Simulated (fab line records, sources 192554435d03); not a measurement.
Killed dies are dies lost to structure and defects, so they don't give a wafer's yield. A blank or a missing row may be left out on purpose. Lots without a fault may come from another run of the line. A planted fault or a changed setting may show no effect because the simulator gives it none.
Which tool did it? | flow n5_finfet | 8 lots, 24 wafers sampled, at 3 steps of a route of 1938

WHAT THE GAUGES READ, wafer by wafer
N5_BEOL_M6_CD_MEAS_28: target cd 40 nm. Usual: cd_nm 40.01 nm, standard deviation 0.23.
lot  | measured     | on        | cd_nm (nm)        | flag
L989 | day 8 11:43  | cd_sem-03 | 39.85 39.89 39.62 |
L990 | day 8 22:13  | cd_sem-02 | 39.85 39.35 39.64 |
L991 | day 8 22:10  | cd_sem-03 | 40.01 40.07 39.60 |
L992 | day 9 14:12  | cd_sem-03 | 40.03 39.82 39.75 |
L994 | day 9 20:47  | cd_sem-02 | 39.93 39.88 40.22 |
L999 | day 11 15:29 | cd_sem-03 | 40.78 40.75 40.68 | OFF
L103 | day 12 18:56 | cd_sem-03 | 40.19 39.94 39.78 |
L111 | day 15 00:49 | cd_sem-01 | 40.02 39.66 40.21 |

WHICH TOOL RAN EACH LOT (tool, then ch and the chambers of the sampled wafers, then the start)
lot  | N5_BEOL_M6_STRIP_67               | N5_BEOL_M6_EXPOSE_25
L989 | rie_diel-01 ch 1,2, day 8 10:28   | euv_scanner-02 ch 0, day 8 11:35
L990 | rie_diel-02 ch 0,2,3, day 8 20:22 | euv_scanner-01 ch 0, day 8 22:05
L991 | rie_diel-02 ch 0,1, day 8 20:58   | euv_scanner-01 ch 0, day 8 22:02
L992 | rie_diel-01 ch 1,2,3, day 9 10:05 | euv_scanner-02 ch 0, day 9 14:04
L994 | rie_diel-01 ch 0,2, day 9 17:59   | euv_scanner-01 ch 0, day 9 20:40
L999 | rie_diel-01 ch 0,2, day 11 14:47  | euv_scanner-02 ch 0, day 11 15:20
L103 | rie_diel-01 ch 0,1, day 12 17:41  | euv_scanner-01 ch 0, day 12 18:48
L111 | rie_diel-06 ch 0,3, day 14 23:43  | euv_scanner-01 ch 0, day 15 00:41
- N5_BEOL_M6_STRIP_67: strips in CF4.
- N5_BEOL_M6_EXPOSE_25: exposes mask V5, target cd 40 nm.

WHAT THE TOOLS THEMSELVES READ (means of the sampled wafers that have a number; where no wafer has one, the mark that the record gives instead)
N5_BEOL_M6_STRIP_67. Usual: drypump_motor_current_A 5.7 A, standard deviation 0.34; oes_product_au 0.82 a.u., standard deviation 0.086; rf_vpp_V 271.0 V, standard deviation 1.5; showerhead_plenum_p_Torr 1.78 Torr, standard deviation 0.051; throttle_valve_pct 13.43 %, standard deviation 0.21.
lot  | tool        | drypump_motor_current_A (A) | oes_product_au (a.u.) | rf_vpp_V (V) | showerhead_plenum_p_Torr (Torr) | throttle_valve_pct (%) | flag
L989 | rie_diel-01 | 5.7                         | 0.80                  | 269.8        | 1.76                            | 13.45                  |
L990 | rie_diel-02 | 5.6                         | 0.77                  | 271.4        | 1.81                            | 13.38                  |
L991 | rie_diel-02 | 5.8                         | 0.83                  | 271.0        | 1.79                            | 13.32                  |
L992 | rie_diel-01 | 5.9                         | 0.82                  | 270.4        | 1.76                            | 13.48                  |
L994 | rie_diel-01 | 5.5                         | 0.88                  | 269.3        | 1.75                            | 13.22                  |
L999 | rie_diel-01 | 5.6                         | 0.85                  | 269.5        | 1.74                            | 13.25                  |
L103 | rie_diel-01 | 5.3                         | 0.90                  | 270.9        | 1.76                            | 13.45                  |
L111 | rie_diel-06 | 5.6                         | 0.82                  | 272.7        | 1.88                            | 13.42                  |

N5_BEOL_M6_EXPOSE_25. Usual: exposure_dose_mJ_cm2 45.12, standard deviation 0.22; focus_offset_nm 0.0 nm, standard deviation 0.48.
lot  | tool           | exposure_dose_mJ_cm2 | focus_offset_nm (nm) | flag
L989 | euv_scanner-02 | 44.97                | -0.3                 |
L990 | euv_scanner-01 | 45.36                | 0.1                  |
L991 | euv_scanner-01 | 45.45                | -0.5                 |
L992 | euv_scanner-02 | 44.98                | 0.3                  |
L994 | euv_scanner-01 | 45.40                | -0.5                 |
L999 | euv_scanner-02 | 46.55                | 0.1                  | OFF
L103 | euv_scanner-01 | 45.38                | 0.5                  |
L111 | euv_scanner-01 | 45.40                | -0.2                 |

THE ANSWER, worked out from the rows above alone
Rule: a lot is off if the mean of its wafers that have a number lies more than 3 standard deviations from the usual mean. A lot without any number at a reading at which 4 lots or more have one is off too. The other lots that the step has rows for count as sound. The gauges are gone through in route order, then the tools' own readings, and for those a lot's mean is taken as printed above. The first step at which some lot is off is used, and at that step the reading that is off furthest; a lot without a number counts as furthest.
Off: L999, at N5_BEOL_M6_CD_MEAS_28 (cd_nm).
A tool fits if, at a process step before that reading, it ran every lot that is off, and no sound lot after the first of them. The gauges at N5_BEOL_M6_CD_MEAS_28 aren't tried: what is off there is off at N5_BEOL_M6_EXPOSE_25 too, on other tools, and a gauge's error can't cause that. One fits: euv_scanner-02 at N5_BEOL_M6_EXPOSE_25. Its last sound lot is L992 (day 9 14:04), its first lot that is off L999 (day 11 15:20): a fault that began between those two fits.
The tool's own readings at N5_BEOL_M6_EXPOSE_25 bear it out: on the lots that are off they differ by more than 5 times the standard deviation of the sound lots' means. exposure_dose_mJ_cm2 reads 46.55 there against 45.28 on the sound lots.

WHAT THE SIMULATOR HAD PUT IN
Process parameter drift: euv_scanner-02, from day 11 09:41 on, at N5_BEOL_M6_EXPOSE_25. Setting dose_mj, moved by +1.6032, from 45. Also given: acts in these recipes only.
Lots struck among those shown: L999. The rule above found the same.
